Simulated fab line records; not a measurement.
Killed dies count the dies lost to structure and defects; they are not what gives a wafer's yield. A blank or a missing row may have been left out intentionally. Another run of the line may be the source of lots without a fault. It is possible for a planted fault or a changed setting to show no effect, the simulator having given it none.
Which tool did it? :: flow n5_finfet :: Sampling: 12 lots, 36 wafers, 3 of 1938 route steps

WHAT EACH GAUGE READ, for each wafer
N5_BEOL_M10_OCD_MEAS_38.
lot: L292
measured: day 10 05:01
on: ocd-02
trench_depth_nm (nm): 147 153 147

lot: L290
measured: day 10 06:14
on: ocd-01
trench_depth_nm (nm): 149 147 148

lot: L291
measured: day 10 14:13
on: ocd-01
trench_depth_nm (nm): 145 144 146

lot: L294
measured: day 10 17:31
on: ocd-01
trench_depth_nm (nm): 148 150 145

lot: L293
measured: day 10 22:25
on: ocd-02
trench_depth_nm (nm): 149 152 157

lot: L297
measured: day 11 17:51
on: ocd-01
trench_depth_nm (nm): 148 146 148

lot: L300
measured: day 12 08:04
on: ocd-01
trench_depth_nm (nm): 151 157 144

lot: L307
measured: day 14 04:06
on: ocd-01
trench_depth_nm (nm): 151 143 148

lot: L308
measured: day 14 16:41
on: ocd-02
trench_depth_nm (nm): 147 144 146

lot: L309
measured: day 15 05:59
on: ocd-01
trench_depth_nm (nm): 149 148 149

lot: L311
measured: day 15 06:20
on: ocd-01
trench_depth_nm (nm): 144 148 144

lot: L312
measured: day 15 12:07
on: ocd-01
trench_depth_nm (nm): 147 148 148

N5_BEOL_M10_CD_MEAS_35 targets a cd of 70 nm.
lot: L292
measured: day 10 05:11
on: cd_sem-02
cd_nm (nm): 70.1 69.8 69.8

lot: L290
measured: day 10 06:23
on: cd_sem-01
cd_nm (nm): 70.6 69.7 70.9

lot: L291
measured: day 10 14:22
on: cd_sem-02
cd_nm (nm): 69.6 69.8 68.7

lot: L294
measured: day 10 17:40
on: cd_sem-03
cd_nm (nm): 69.7 69.9 69.2

lot: L293
measured: day 10 22:34
on: cd_sem-02
cd_nm (nm): 69.7 70.3 70.0

lot: L297
measured: day 11 18:00
on: cd_sem-02
cd_nm (nm): 69.4 68.7 70.3

lot: L300
measured: day 12 08:13
on: cd_sem-01
cd_nm (nm): 70.3 72.0 71.3

lot: L307
measured: day 14 04:15
on: cd_sem-03
cd_nm (nm): 69.6 70.5 70.1

lot: L308
measured: day 14 16:50
on: cd_sem-01
cd_nm (nm): 70.4 69.6 71.2

lot: L309
measured: day 15 06:08
on: cd_sem-02
cd_nm (nm): 68.6 71.0 70.0

lot: L311
measured: day 15 06:29
on: cd_sem-03
cd_nm (nm): 69.0 70.7 71.9

lot: L312
measured: day 15 12:17
on: cd_sem-03
cd_nm (nm): 69.5 70.1 70.0

N5_BEOL_M10_RS_MEAS_57: measurement is done with a four-point probe.
lot: L292
measured: day 10 07:45
on: film_metro-01
M10_RS (ohm/sq): 0.153 0.146 0.154

lot: L290
measured: day 10 08:37
on: film_metro-02
M10_RS (ohm/sq): 0.150 0.153 0.153

lot: L291
measured: day 10 18:30
on: film_metro-01
M10_RS (ohm/sq): 0.157 0.157 0.155

lot: L294
measured: day 10 20:11
on: film_metro-01
M10_RS (ohm/sq): 0.153 0.148 0.159

lot: L293
measured: day 11 04:22
on: film_metro-01
M10_RS (ohm/sq): 0.152 0.149 0.142

lot: L297
measured: day 11 20:53
on: film_metro-02
M10_RS (ohm/sq): 0.151 0.149 0.147

lot: L300
measured: day 12 10:28
on: film_metro-01
M10_RS (ohm/sq): 0.148 0.139 0.156

lot: L307
measured: day 14 07:11
on: film_metro-01
M10_RS (ohm/sq): 0.149 0.157 0.153

lot: L308
measured: day 14 19:28
on: film_metro-01
M10_RS (ohm/sq): 0.154 0.157 0.152

lot: L309
measured: day 15 09:24
on: film_metro-01
M10_RS (ohm/sq): 0.150 0.148 0.149

lot: L311
measured: day 15 09:37
on: film_metro-02
M10_RS (ohm/sq): 0.157 0.152 0.157

lot: L312
measured: day 15 15:07
on: film_metro-01
M10_RS (ohm/sq): 0.152 0.151 0.154

WHAT TOOL EACH LOT RAN ON (gives the tool, then ch and the chambers of the sampled wafers, and finally the start)
There is no process step in the record ahead of these readings.

WHAT THE TOOLS THEMSELVES READ (means of the sampled wafers that have a number; where no wafer has one, the mark that the record gives instead)
The record holds no such reading with a usual standard deviation.

THE ANSWER, worked out from the rows above alone
Rule: the usual values come from the lots themselves. The widest of any qualifying gaps counts: lots, ordered by their means at a reading, are off when they make up no more than a third of the lots, leave a main group of 4 or more, and stand apart from it by 3 or more times the standard deviation of that group's means. If all means in a main group match to the digits the tables above print for the reading, that group is not used. A lot without any number at a reading at which 4 lots or more have one is off too. The other lots that the step has rows for count as sound. Order of review: gauges by route order, followed by the tools' own readings, for which a lot's mean as printed above is used. At the first step where some lot is off, the reading lying furthest off is the one used; lots without a number count as furthest.
No lot is off at any reading shown: from this, nothing can be told.

WHAT THE SIMULATOR HAD INSERTED
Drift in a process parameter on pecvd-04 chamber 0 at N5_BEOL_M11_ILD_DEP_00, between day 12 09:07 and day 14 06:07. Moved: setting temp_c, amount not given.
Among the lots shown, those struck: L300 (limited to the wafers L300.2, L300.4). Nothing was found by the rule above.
